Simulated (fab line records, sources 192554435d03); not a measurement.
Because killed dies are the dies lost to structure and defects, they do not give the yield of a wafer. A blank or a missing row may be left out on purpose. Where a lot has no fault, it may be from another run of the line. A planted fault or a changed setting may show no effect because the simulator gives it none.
fab line records    flow n5-finfet
record lots=24  wafers=72  last-day=20
route steps=1938 shown BEOL_M0_SAQP@635 BEOL_M0@730
lots untouched by any fault: they come from a run of this same line in which no faults occurred
start-h: start of the lot's first displayed wafer, in hours after the record's first day    wait-h: hours from the lot's prior step to this one    " unchanged from the row above    L1.1+2: one row covering several wafers at once    - no value, or no start was given    * or withheld: withheld    < > ~ a bound
route shown NAME@n: a module of which the file shows steps, and the number in the route of the first    usual: mean/standard deviation taken from wafers without a fault    same: alike in all rows    chamber/n: place in a boat    sites: per-site readings    _std_site: how widely they spread, as a standard deviation    _edge_site: outer sites' mean less inner sites'    radius-mm: how far each site lies from the wafer's centre    mask NAME#n: copy n    behind: tool/chamber where the wafer was last shaped    hold: why the lot went on hold/how many hours it stayed there/how the hold came to an end    device: names the non-switching transistor (n, p or np)    end of line: the route-end tests of the same wafers    where a step has no rows: the recipe by itself    killed: at the first sort, the dies lost to defects and structure; wafer yield is something else    map: per-die view of a wafer (x killed, . not killed, _ where there is no die)
set.NAME: the setting the step ran with; set.NAME@STEP: the setting that earlier step ran with    model.NAME: the simulator's own value behind a step, which no gauge read
steps of the route over a sample of lots; a table a step, a row a wafer
services: the hour from which a tool's chamber was out of use, counted from the record's first day as start-h (under 0 if before that day), plus the number of hours and why
## steps
# step N5_BEOL_M0_SAQP_PECVD_03
# recipe material=SiCN  target-thk-a=120  temp-c=withheld  precursor=3MS/NH3  pressure-torr=3  rf-w=202  time-s=21.1
# usual showerhead-plenum-p-Torr=3.669/0.014  throttle-valve-pct=9.2/0.39
lot.wafer  tool      chamber  start-h  wait-h  showerhead-plenum-p-Torr  throttle-valve-pct
L074.4     pecvd-01  0        108.45   0.1     3.668                     9.0
L074.5     "         2        "        "       3.672                     8.7
L074.6     "         1        "        "       3.663                     9.1
L075.2     pecvd-01  2        113.35   0.1     3.669                     8.9
L075.4     "         2        "        "       3.673                     8.8
L075.6     "         1        "        "       3.664                     9.1
L076.1     pecvd-04  0        119.14   0.1     3.691                     9.1
L076.2     "         2        "        "       3.681                     8.9
L076.5     "         2        "        "       3.678                     9.1
L077.1     pecvd-03  2        122.44   0.1     3.670                     9.4
L077.3     "         0        "        "       3.666                     8.9
L077.5     "         2        "        "       3.662                     9.5
L078.2     pecvd-04  0        128.31   0.1     3.704                     9.3
L078.4     "         0        "        "       3.689                     9.1
L078.5     "         2        "        "       3.685                     9.1
L079.1     pecvd-01  2        136.80   0.1     3.668                     8.6
L079.2     "         0        "        "       3.664                     9.1
L079.6     "         2        "        "       3.678                     8.9
L080.1     pecvd-04  1        145.32   0.1     3.639                     10.1
L080.3     "         0        "        "       3.691                     9.3
L080.6     "         1        "        "       3.646                     10.2
L081.3     pecvd-01  0        149.74   0.1     3.664                     8.9
L081.4     "         2        "        "       3.675                     8.7
L081.5     "         0        "        "       3.663                     8.8
L082.2     pecvd-01  0        153.74   0.1     3.662                     9.0
L082.3     "         2        "        "       3.664                     8.7
L082.5     "         2        "        "       3.671                     8.8
L083.1     pecvd-03  0        163.46   0.1     3.668                     8.8
L083.5     "         2        "        "       3.662                     9.8
L083.6     "         1        "        "       3.683                     9.5
L084.1     pecvd-03  0        164.82   0.1     3.675                     9.0
L084.3     "         2        "        "       3.662                     9.8
L084.6     "         2        "        "       3.660                     9.8
L085.1     pecvd-01  0        172.62   0.1     3.668                     9.2
L085.2     "         1        "        "       3.654                     9.4
L085.6     "         1        "        "       3.663                     9.0
L086.3     pecvd-01  1        179.97   0.1     3.654                     9.2
L086.4     "         1        "        "       3.660                     9.2
L086.5     "         0        "        "       3.661                     9.0
L087.3     pecvd-01  1        194.50   0.1     3.664                     8.9
L087.5     "         2        "        "       3.664                     8.8
L087.6     "         0        "        "       3.657                     8.8
L088.1     pecvd-04  0        196.25   0.1     3.685                     9.3
L088.2     "         1        "        "       3.640                     10.1
L088.5     "         0        "        "       3.690                     9.3
L089.1     pecvd-04  2        196.60   0.1     3.692                     9.1
L089.3     "         1        "        "       3.643                     10.0
L089.4     "         0        "        "       3.700                     9.3
L090.2     pecvd-01  0        202.51   0.1     3.660                     9.2
L090.3     "         1        "        "       3.661                     9.2
L090.4     "         2        "        "       3.672                     8.8
L091.3     pecvd-04  2        205.29   0.1     3.673                     9.0
L091.5     "         2        "        "       3.685                     9.5
L091.6     "         1        "        "       3.644                     10.0
L092.2     pecvd-04  2        214.61   0.1     3.682                     9.0
L092.5     "         1        "        "       3.650                     10.2
L092.6     "         0        "        "       3.688                     9.5
L093.1     pecvd-03  1        218.47   0.1     3.674                     9.3
L093.4     "         0        "        "       3.674                     9.0
L093.5     "         0        "        "       3.680                     8.9
L094.1     pecvd-03  1        222.34   0.1     3.684                     9.3
L094.5     "         0        "        "       3.675                     9.1
L094.6     "         1        "        "       3.672                     9.1
L095.2     pecvd-03  0        233.70   0.1     3.672                     9.1
L095.3     "         1        "        "       3.669                     9.2
L095.5     "         1        "        "       3.674                     9.3
L096.1     pecvd-04  0        243.79   0.1     3.689                     9.1
L096.3     "         0        "        "       3.686                     9.2
L096.5     "         0        "        "       3.694                     9.5
L097.1     pecvd-01  1        247.67   0.1     3.662                     9.0
L097.2     "         0        "        "       3.671                     9.1
L097.3     "         2        "        "       3.661                     8.8
# step N5_BEOL_M0_SAQP_RECESS_114
# recipe chemistry=HF/NH3  target=SiO2  target-depth-a=144  afs-cycles=3  temp-c=30  sublimation-temp-c=180  sublimation-time-s=60
# usual drypump-motor-current-A=5.7/0.54
# same sublimation-time-s=60
lot.wafer  tool           chamber  start-h  wait-h  drypump-motor-current-A
L074.4     vapor-etch-01  1        109.71   0.1     5.4
L074.5     "              1        "        "       5.4
L074.6     "              0        "        "       5.8
L075.2     vapor-etch-02  1        114.61   0.0     6.4
L075.4     "              0        "        "       5.0
L075.6     "              0        "        "       5.0
L076.1     vapor-etch-01  0        120.31   0.0     5.8
L076.2     "              1        "        "       5.4
L076.5     "              0        "        "       5.8
L077.1     vapor-etch-01  0        123.84   0.0     5.8
L077.3     "              0        "        "       5.8
L077.5     "              1        "        "       5.4
L078.2     vapor-etch-01  0        129.72   0.1     5.8
L078.4     "              0        "        "       5.8
L078.5     "              0        "        "       5.8
L079.1     vapor-etch-01  0        138.15   0.0     5.8
L079.2     "              1        "        "       5.4
L079.6     "              1        "        "       5.3
L080.1     vapor-etch-02  1        146.60   0.0     6.4
L080.3     "              0        "        "       5.0
L080.6     "              0        "        "       5.0
L081.3     vapor-etch-02  0        151.15   0.1     5.0
L081.4     "              1        "        "       6.4
L081.5     "              0        "        "       4.9
L082.2     vapor-etch-02  1        155.15   0.1     6.4
L082.3     "              0        "        "       4.9
L082.5     "              0        "        "       4.9
L083.1     vapor-etch-01  1        165.22   0.0     5.4
L083.5     "              0        "        "       5.8
L083.6     "              1        "        "       5.4
L084.1     vapor-etch-02  1        166.05   0.0     6.5
L084.3     "              0        "        "       5.0
L084.6     "              0        "        "       5.0
L085.1     vapor-etch-02  0        173.80   0.0     4.9
L085.2     "              1        "        "       6.4
L085.6     "              1        "        "       6.4
L086.3     vapor-etch-01  1        181.42   0.1     5.4
L086.4     "              0        "        "       5.8
L086.5     "              0        "        "       5.8
L087.3     vapor-etch-01  0        196.14   0.2     5.8
L087.5     "              1        "        "       5.4
L087.6     "              0        "        "       5.8
L088.1     vapor-etch-02  1        197.42   0.0     6.5
L088.2     "              0        "        "       5.0
L088.5     "              0        "        "       5.0
L089.1     vapor-etch-02  1        197.95   0.0     6.4
L089.3     "              0        "        "       5.0
L089.4     "              1        "        "       6.4
L090.2     vapor-etch-02  0        203.85   0.0     5.0
L090.3     "              0        "        "       5.0
L090.4     "              1        "        "       6.4
L091.3     vapor-etch-02  0        206.71   0.2     4.9
L091.5     "              1        "        "       6.4
L091.6     "              0        "        "       5.0
L092.2     vapor-etch-01  1        215.93   0.0     5.4
L092.5     "              0        "        "       5.8
L092.6     "              1        "        "       5.4
L093.1     vapor-etch-02  1        220.13   0.0     6.4
L093.4     "              1        "        "       6.4
L093.5     "              1        "        "       6.4
L094.1     vapor-etch-01  0        223.76   0.0     5.8
L094.5     "              1        "        "       5.4
L094.6     "              0        "        "       5.8
L095.2     vapor-etch-02  1        234.95   0.0     6.4
L095.3     "              1        "        "       6.4
L095.5     "              1        "        "       6.4
L096.1     vapor-etch-01  0        245.19   0.0     5.8
L096.3     "              0        "        "       5.8
L096.5     "              1        "        "       5.4
L097.1     vapor-etch-01  0        249.06   0.0     5.8
L097.2     "              1        "        "       5.4
L097.3     "              0        "        "       5.8
# step N5_BEOL_M0_SAQP_SPACER2_ETCHBACK_27
# recipe chemistry=CHF3/O2  mode=anisotropic-etchback  target=SiO2  target-depth-a=225  time-s=11.25  pressure-mtorr=30  source-w=650  bias-w=170  Ar_flow_sccm=200  CHF3_flow_sccm=50  O2_flow_sccm=5  ion-energy-ev=200
# usual O2_flow_sccm=5.000/0.013  drypump-motor-current-A=5.6/0.46  oes_ar_750_au=0.80/0.064  oes_f_703_au=0.80/0.064  oes-product-au=0.80/0.064  rf-vpp-V=523/11  showerhead-plenum-p-Torr=2.41/0.08  throttle-valve-pct=18.82/0.15
lot.wafer  tool         chamber  start-h  wait-h  O2_flow_sccm  drypump-motor-current-A  oes_ar_750_au  oes_f_703_au  oes-product-au  rf-hours-counter-h  rf-vpp-V  showerhead-plenum-p-Torr  throttle-valve-pct
L074.4     rie-diel-03  1        112.43   0.3     4.998         5.4                      0.94           0.94          0.94            16                  503       2.37                      18.66
L074.5     "            1        "        "       5.013         5.4                      0.93           0.95          0.93            -                   505       2.37                      18.65
L074.6     "            0        "        "       4.982         5.5                      0.77           0.77          0.78            -                   538       2.40                      18.64
L075.2     rie-diel-06  0        117.39   0.3     4.992         5.9                      0.78           0.79          0.77            142                 528       2.49                      18.62
L075.4     "            2        "        "       5.011         6.0                      0.80           0.80          0.80            91                  512       2.45                      19.11
L075.6     "            3        "        "       5.010         5.7                      0.77           0.74          0.77            -                   537       2.52                      18.89
L076.1     rie-diel-06  3        123.03   0.3     5.005         5.7                      0.76           0.74          0.76            138                 537       2.52                      18.88
L076.2     "            0        "        "       4.992         5.9                      0.77           0.79          0.77            144                 530       2.49                      18.62
L076.5     "            3        "        "       4.989         5.7                      0.75           0.75          0.76            -                   536       2.52                      18.90
L077.1     rie-diel-03  3        127.21   0.3     5.000         5.1                      0.83           0.83          0.84            72                  515       2.54                      18.89
L077.3     "            2        "        "       4.976         6.1                      0.77           0.77          0.77            149                 528       2.32                      18.60
L077.5     "            3        "        "       4.993         5.1                      0.84           0.83          0.84            -                   515       2.54                      18.87
L078.2     rie-diel-03  0        132.93   0.4     5.014         5.5                      0.76           0.76          0.78            148                 535       2.40                      18.65
L078.4     "            2        "        "       4.976         6.1                      0.77           0.77          0.77            151                 528       2.32                      18.59
L078.5     "            0        "        "       4.995         5.5                      0.76           0.77          0.78            -                   536       2.40                      18.67
L079.1     rie-diel-05  2        140.95   0.4     5.024         4.8                      0.90           0.89          0.89            35                  517       2.47                      18.79
L079.2     "            3        "        "       4.998         6.1                      0.77           0.78          0.78            134                 533       2.41                      18.77
L079.6     "            2        "        "       4.999         4.8                      0.89           0.90          0.88            -                   517       2.47                      18.80
L080.1     rie-diel-05  2        150.36   0.3     5.009         4.8                      0.90           0.89          0.87            38                  517       2.47                      18.80
L080.3     "            3        "        "       5.006         6.1                      0.78           0.78          0.79            137                 532       2.41                      18.76
L080.6     "            2        "        "       4.996         4.8                      0.90           0.89          0.88            -                   517       2.47                      18.80
L081.3     rie-diel-05  3        153.99   0.3     5.018         6.1                      0.77           0.77          0.78            138                 533       2.41                      18.78
L081.4     "            2        "        "       4.998         4.9                      0.88           0.89          0.88            -                   518       2.47                      18.79
L081.5     "            3        "        "       4.997         6.1                      0.77           0.78          0.79            -                   532       2.41                      18.77
L082.2     rie-diel-05  0        157.81   0.3     5.001         5.6                      0.73           0.74          0.72            197                 512       2.39                      19.00
L082.3     "            3        "        "       4.971         6.1                      0.78           0.78          0.78            140                 534       2.41                      18.78
L082.5     "            2        "        "       5.001         4.8                      0.89           0.88          0.87            -                   519       2.47                      18.80
L083.1     rie-diel-03  1        168.34   0.3     5.028         5.4                      0.89           0.91          0.91            35                  503       2.37                      18.67
L083.5     "            3        "        "       4.997         5.1                      0.82           0.81          0.82            -                   514       2.54                      18.91
L083.6     "            0        "        "       4.979         5.5                      0.76           0.75          0.76            -                   536       2.39                      18.67
L084.1     rie-diel-05  2        168.83   0.3     4.978         4.8                      0.88           0.88          0.87            46                  518       2.47                      18.80
L084.3     "            3        "        "       5.003         6.1                      0.77           0.78          0.77            145                 534       2.41                      18.77
L084.6     "            2        "        "       5.005         4.8                      0.88           0.88          0.88            -                   518       2.47                      18.81
L085.1     rie-diel-06  2        178.33   0.3     5.022         6.0                      0.79           0.78          0.78            111                 512       2.44                      19.13
L085.2     "            0        "        "       5.007         5.9                      0.76           0.78          0.76            162                 529       2.49                      18.65
L085.6     "            2        "        "       5.010         6.0                      0.78           0.78          0.78            -                   511       2.44                      19.17
L086.3     rie-diel-05  1        186.66   0.3     5.000         6.5                      0.94           0.94          0.95            4                   534       2.37                      18.66
L086.4     "            3        "        "       4.988         6.1                      0.76           0.77          0.78            149                 533       2.40                      18.79
L086.5     "            2        "        "       4.987         4.8                      0.88           0.88          0.86            -                   518       2.47                      18.81
L087.3     rie-diel-05  2        198.94   0.3     5.010         4.8                      0.87           0.87          0.87            54                  519       2.47                      18.82
L087.5     "            1        "        "       5.028         6.5                      0.93           0.93          0.92            -                   534       2.37                      18.67
L087.6     "            0        "        "       4.999         5.6                      0.72           0.74          0.70            -                   512       2.38                      19.00
L088.1     rie-diel-06  1        200.93   0.3     4.988         5.5                      0.78           0.78          0.80            124                 526       2.22                      18.93
L088.2     "            2        "        "       4.992         6.0                      0.78           0.78          0.77            116                 513       2.44                      19.15
L088.5     "            3        "        "       4.988         5.7                      0.74           0.73          0.74            -                   538       2.51                      18.93
L089.1     rie-diel-06  0        201.42   0.4     4.985         5.9                      0.75           0.76          0.75            168                 530       2.48                      18.66
L089.3     "            1        "        "       4.993         5.5                      0.78           0.77          0.80            125                 527       2.22                      18.95
L089.4     "            2        "        "       5.013         6.0                      0.77           0.78          0.77            116                 515       2.44                      19.15
L090.2     rie-diel-03  0        206.51   0.3     4.993         5.5                      0.75           0.75          0.75            172                 534       2.39                      18.71
L090.3     "            3        "        "       5.005         5.1                      0.81           0.80          0.80            97                  514       2.53                      18.92
L090.4     "            1        "        "       4.969         5.4                      0.88           0.88          0.88            47                  503       2.36                      18.69
L091.3     rie-diel-03  1        209.75   0.4     4.986         5.4                      0.87           0.88          0.88            49                  503       2.36                      18.71
L091.5     "            3        "        "       5.019         5.1                      0.81           0.80          0.80            -                   514       2.53                      18.91
L091.6     "            0        "        "       4.993         5.5                      0.75           0.74          0.75            -                   537       2.39                      18.68
L092.2     rie-diel-06  2        218.72   0.5     4.996         6.0                      0.77           0.78          0.76            121                 513       2.43                      19.17
L092.5     "            1        "        "       5.026         5.5                      0.78           0.78          0.79            -                   528       2.22                      18.95
L092.6     "            2        "        "       4.988         6.0                      0.77           0.78          0.76            -                   511       2.43                      19.18
L093.1     rie-diel-05  3        222.91   0.3     4.995         6.1                      0.75           0.76          0.76            162                 532       2.40                      18.78
L093.4     "            2        "        "       5.010         4.9                      0.86           0.85          0.85            62                  516       2.46                      18.83
L093.5     "            0        "        "       5.002         5.6                      0.72           0.72          0.69            -                   512       2.38                      19.03
L094.1     rie-diel-03  3        226.39   0.3     4.994         5.1                      0.80           0.80          0.79            104                 514       2.53                      18.92
L094.5     "            0        "        "       4.996         5.5                      0.74           0.74          0.74            -                   536       2.39                      18.70
L094.6     "            1        "        "       5.003         5.4                      0.86           0.88          0.86            -                   503       2.36                      18.72
L095.2     rie-diel-05  2        237.87   0.3     5.012         4.9                      0.84           0.85          0.85            67                  519       2.46                      18.85
L095.3     "            3        "        "       5.001         6.1                      0.75           0.76          0.75            167                 533       2.40                      18.81
L095.5     "            2        "        "       5.014         4.9                      0.85           0.85          0.84            -                   517       2.46                      18.85
L096.1     rie-diel-03  1        248.75   0.3     4.984         5.4                      0.85           0.86          0.86            60                  503       2.36                      18.73
L096.3     "            3        "        "       5.006         5.1                      0.79           0.79          0.80            111                 514       2.53                      18.94
L096.5     "            3        "        "       4.998         5.1                      0.79           0.79          0.80            -                   514       2.53                      18.94
L097.1     rie-diel-03  2        252.93   0.3     4.987         6.1                      0.74           0.74          0.73            187                 528       2.31                      18.66
L097.2     "            1        "        "       4.977         5.4                      0.86           0.87          0.85            62                  504       2.36                      18.73
L097.3     "            3        "        "       4.983         5.1                      0.80           0.78          0.80            112                 514       2.53                      18.93
# step N5_BEOL_M0_PRE_CLEAN_113
# recipe gas=H2/He  time-s=30  temp-c=250
# usual heater-power-w=346/34
lot.wafer  tool            chamber  start-h  wait-h  heater-power-w
L074.4     pvd-sputter-03  -        119.76   0.0     324
L074.5     "               -        "        "       319
L074.6     "               -        "        "       372
L075.2     pvd-sputter-01  -        124.07   0.0     385
L075.4     "               -        "        "       355
L075.6     "               -        "        "       378
L076.1     pvd-sputter-03  -        129.39   0.0     321
L076.2     "               -        "        "       376
L076.5     "               -        "        "       384
L077.1     pvd-sputter-03  -        132.42   0.0     329
L077.3     "               -        "        "       300
L077.5     "               -        "        "       329
L078.2     pvd-sputter-03  -        137.76   0.0     328
L078.4     "               -        "        "       311
L078.5     "               -        "        "       312
L079.1     pvd-sputter-02  -        149.28   0.0     273
L079.2     "               -        "        "       317
L079.6     "               -        "        "       330
L080.1     pvd-sputter-03  -        155.92   0.0     383
L080.3     "               -        "        "       325
L080.6     "               -        "        "       311
L081.3     pvd-sputter-01  -        159.94   0.0     337
L081.4     "               -        "        "       387
L081.5     "               -        "        "       347
L082.2     pvd-sputter-02  -        164.10   0.0     388
L082.3     "               -        "        "       337
L082.5     "               -        "        "       311
L084.1     pvd-sputter-01  -        175.32   0.0     345
L084.3     "               -        "        "       383
L084.6     "               -        "        "       377
L083.1     pvd-sputter-01  -        175.40   0.0     342
L083.5     "               -        "        "       386
L083.6     "               -        "        "       385
L085.1     pvd-sputter-01  -        183.07   0.0     383
L085.2     "               -        "        "       345
L085.6     "               -        "        "       368
L086.3     pvd-sputter-01  -        192.25   0.0     385
L086.4     "               -        "        "       348
L086.5     "               -        "        "       345
L087.3     pvd-sputter-01  -        203.65   0.0     387
L087.5     "               -        "        "       353
L087.6     "               -        "        "       331
L089.1     pvd-sputter-03  -        206.06   0.0     315
L089.3     "               -        "        "       316
L089.4     "               -        "        "       316
L088.1     pvd-sputter-03  -        206.14   0.0     318
L088.2     "               -        "        "       377
L088.5     "               -        "        "       322
L090.2     pvd-sputter-02  -        213.67   0.0     396
L090.3     "               -        "        "       271
L090.4     "               -        "        "       335
L091.3     pvd-sputter-01  -        216.01   0.0     346
L091.5     "               -        "        "       381
L091.6     "               -        "        "       343
L092.2     pvd-sputter-02  -        227.81   0.0     403
L092.5     "               -        "        "       396
L092.6     "               -        "        "       268
L093.1     pvd-sputter-02  -        230.08   0.0     319
L093.4     "               -        "        "       384
L093.5     "               -        "        "       400
L094.1     pvd-sputter-02  -        233.10   0.0     338
L094.5     "               -        "        "       314
L094.6     "               -        "        "       395
L095.2     pvd-sputter-03  -        243.81   0.0     317
L095.3     "               -        "        "       309
L095.5     "               -        "        "       306
L096.1     pvd-sputter-01  -        255.70   0.0     337
L096.3     "               -        "        "       373
L096.5     "               -        "        "       392
L097.1     pvd-sputter-01  -        260.99   0.0     374
L097.2     "               -        "        "       347
L097.3     "               -        "        "       346
# step N5_BEOL_M0_ANNEAL_135
# recipe temp-c=400  time-s=60  ambient=vacuum
# usual heater-power-w=854/86  susceptor_temp_C_max=401.2/0.53
lot.wafer  tool            chamber  start-h  wait-h  heater-power-w  susceptor_temp_C_max
L074.4     pvd-sputter-01  -        121.79   0.0     858             400.8
L074.5     "               -        "        "       953             401.7
L074.6     "               -        "        "       858             400.4
L075.2     pvd-sputter-03  -        124.99   0.0     794             400.5
L075.4     "               -        "        "       790             402.0
L075.6     "               -        "        "       948             401.8
L076.1     pvd-sputter-01  -        131.74   0.0     835             401.0
L076.2     "               -        "        "       944             401.9
L076.5     "               -        "        "       905             400.4
L077.1     pvd-sputter-01  -        133.52   0.0     861             400.4
L077.3     "               -        "        "       854             400.5
L077.5     "               -        "        "       948             400.6
L078.2     pvd-sputter-01  -        138.76   0.0     942             400.5
L078.4     "               -        "        "       848             400.7
L078.5     "               -        "        "       938             400.9
L079.1     pvd-sputter-01  -        150.13   0.0     852             400.6
L079.2     "               -        "        "       938             401.9
L079.6     "               -        "        "       940             402.1
L080.1     pvd-sputter-03  -        158.62   0.0     760             401.0
L080.3     "               -        "        "       809             400.9
L080.6     "               -        "        "       794             400.5
L081.3     pvd-sputter-01  -        162.92   0.0     866             401.1
L081.4     "               -        "        "       832             400.6
L081.5     "               -        "        "       933             400.5
L082.2     pvd-sputter-02  -        165.24   0.0     667             400.5
L082.3     "               -        "        "       830             401.8
L082.5     "               -        "        "       994             400.3
L084.1     pvd-sputter-01  -        176.59   0.0     936             401.6
L084.3     "               -        "        "       960             400.8
L084.6     "               -        "        "       954             400.7
L083.1     pvd-sputter-02  -        176.67   0.0     993             400.6
L083.5     "               -        "        "       804             401.1
L083.6     "               -        "        "       816             401.4
L085.1     pvd-sputter-03  -        184.07   0.0     821             401.5
L085.2     "               -        "        "       961             401.9
L085.6     "               -        "        "       792             401.7
L086.3     pvd-sputter-02  -        193.94   0.0     978             400.5
L086.4     "               -        "        "       783             401.1
L086.5     "               -        "        "       661             401.3
L087.3     pvd-sputter-03  -        204.64   0.0     964             401.8
L087.5     "               -        "        "       951             401.2
L087.6     "               -        "        "       787             401.8
L089.1     pvd-sputter-03  -        207.08   0.0     950             402.1
L089.3     "               -        "        "       810             401.9
L089.4     "               -        "        "       782             401.5
L088.1     pvd-sputter-02  -        207.31   0.0     808             402.1
L088.2     "               -        "        "       993             400.6
L088.5     "               -        "        "       669             400.5
L090.2     pvd-sputter-01  -        215.25   0.0     873             401.0
L090.3     "               -        "        "       871             401.0
L090.4     "               -        "        "       974             401.0
L091.3     pvd-sputter-02  -        218.39   0.0     838             401.6
L091.5     "               -        "        "       662             400.9
L091.6     "               -        "        "       803             401.7
L092.2     pvd-sputter-03  -        228.79   0.0     780             402.0
L092.5     "               -        "        "       775             400.8
L092.6     "               -        "        "       809             401.4
L093.1     pvd-sputter-01  -        231.09   0.0     942             400.4
L093.4     "               -        "        "       855             401.3
L093.5     "               -        "        "       944             401.4
L094.1     pvd-sputter-03  -        234.04   0.0     809             402.0
L094.5     "               -        "        "       955             401.7
L094.6     "               -        "        "       819             401.7
L095.2     pvd-sputter-03  -        244.77   0.0     792             401.3
L095.3     "               -        "        "       771             400.9
L095.5     "               -        "        "       940             402.0
L096.1     pvd-sputter-03  -        258.23   0.0     787             401.2
L096.3     "               -        "        "       952             402.1
L096.5     "               -        "        "       787             401.2
L097.1     pvd-sputter-03  -        261.90   0.0     780             400.7
L097.2     "               -        "        "       789             401.4
L097.3     "               -        "        "       952             401.5
# step N5_BEOL_M0_RS_MEAS_126
# recipe thk-meas-gauge=four-point-probe  reads=Co_of_BEOL_M0_CO_CAP_123+Cu_of_BEOL_M0_ECD_118+Co_of_BEOL_M0_CVD_115+TaN_of_BEOL_M0_ALD_136
# usual M0_RS=0.525/0.017
lot.wafer  tool           chamber  start-h  wait-h  M0_RS[ohm/sq]
L074.4     film-metro-01  -        123.16   0.0     0.543
L074.5     "              -        "        "       0.559
L074.6     "              -        "        "       0.532
L075.2     film-metro-02  -        126.13   0.1     0.525
L075.4     "              -        "        "       0.502
L075.6     "              -        "        "       0.504
L076.1     film-metro-02  -        133.04   0.0     0.541
L076.2     "              -        "        "       0.520
L076.5     "              -        "        "       0.527
L077.1     film-metro-01  -        134.87   0.1     0.516
L077.3     "              -        "        "       0.513
L077.5     "              -        "        "       0.504
L078.2     film-metro-02  -        141.29   0.1     0.531
L078.4     "              -        "        "       0.529
L078.5     "              -        "        "       0.499
L079.1     film-metro-01  -        151.22   0.0     0.534
L079.2     "              -        "        "       0.526
L079.6     "              -        "        "       0.521
L080.1     film-metro-02  -        159.70   0.0     0.520
L080.3     "              -        "        "       0.560
L080.6     "              -        "        "       0.527
L081.3     film-metro-02  -        164.03   0.1     0.512
L081.4     "              -        "        "       0.520
L081.5     "              -        "        "       0.528
L082.2     film-metro-02  -        167.13   0.1     0.513
L082.3     "              -        "        "       0.512
L082.5     "              -        "        "       0.500
L084.1     film-metro-01  -        178.14   0.0     0.535
L084.3     "              -        "        "       0.527
L084.6     "              -        "        "       0.536
L083.1     film-metro-01  -        178.30   0.0     0.535
L083.5     "              -        "        "       0.536
L083.6     "              -        "        "       0.514
L085.1     film-metro-02  -        185.16   0.0     0.550
L085.2     "              -        "        "       0.532
L085.6     "              -        "        "       0.549
L086.3     film-metro-01  -        195.03   0.1     0.512
L086.4     "              -        "        "       0.513
L086.5     "              -        "        "       0.501
L087.3     film-metro-02  -        205.98   0.1     0.534
L087.5     "              -        "        "       0.543
L087.6     "              -        "        "       0.518
L089.1     film-metro-01  -        208.25   0.0     0.519
L089.3     "              -        "        "       0.526
L089.4     "              -        "        "       0.516
L088.1     film-metro-02  -        208.41   0.0     0.509
L088.2     "              -        "        "       0.518
L088.5     "              -        "        "       0.507
L090.2     film-metro-01  -        217.41   0.1     0.551
L090.3     "              -        "        "       0.540
L090.4     "              -        "        "       0.526
L091.3     film-metro-02  -        219.51   0.1     0.544
L091.5     "              -        "        "       0.541
L091.6     "              -        "        "       0.519
L092.2     film-metro-01  -        230.48   0.1     0.529
L092.5     "              -        "        "       0.503
L092.6     "              -        "        "       0.528
L093.1     film-metro-01  -        232.34   0.1     0.539
L093.4     "              -        "        "       0.520
L093.5     "              -        "        "       0.512
L094.1     film-metro-01  -        235.16   0.1     0.550
L094.5     "              -        "        "       0.548
L094.6     "              -        "        "       0.509
L095.2     film-metro-02  -        245.86   0.1     0.538
L095.3     "              -        "        "       0.546
L095.5     "              -        "        "       0.527
L096.1     film-metro-02  -        260.02   0.0     0.552
L096.3     "              -        "        "       0.517
L096.5     "              -        "        "       0.529
L097.1     film-metro-02  -        263.06   0.0     0.542
L097.2     "              -        "        "       0.541
L097.3     "              -        "        "       0.508
## services
tool            chamber  start-h  hours  kind
rie-diel-06     1        99.01    14.3   repair
rie-diel-03     2        102.53   7.6    repair
pvd-sputter-01  -        103.02   8.4    repair
pvd-sputter-01  -        119.50   1.5    repair
pecvd-01        -        124.76   0.7    repair
pecvd-03        -        127.47   1.0    repair
pecvd-01        0        130.28   5.4    repair
rie-diel-05     1        134.88   12.3   repair
pecvd-04        -        134.90   3.0    repair
rie-diel-06     1        142.70   5.8    repair
rie-diel-05     1        150.32   -      clean
rie-diel-05     1        150.32   -      consumable-replace:focus-ring
rie-diel-05     1        150.32   18.0   scheduled-down
rie-diel-05     1        150.32   18.0   vent-cycle
rie-diel-06     2        160.23   3.0    repair
rie-diel-06     -        190.75   2.8    pm
rie-diel-05     0        192.21   5.8    repair
rie-diel-05     -        195.70   0.7    repair
pecvd-03        -        196.68   14.6   pm
vapor-etch-01   -        203.44   0.5    repair
pecvd-04        -        205.95   1.2    repair
rie-diel-03     2        225.59   2.0    repair
pecvd-04        1        238.99   5.5    scheduled-down
rie-diel-05     0        241.22   3.8    repair
## key
fault none
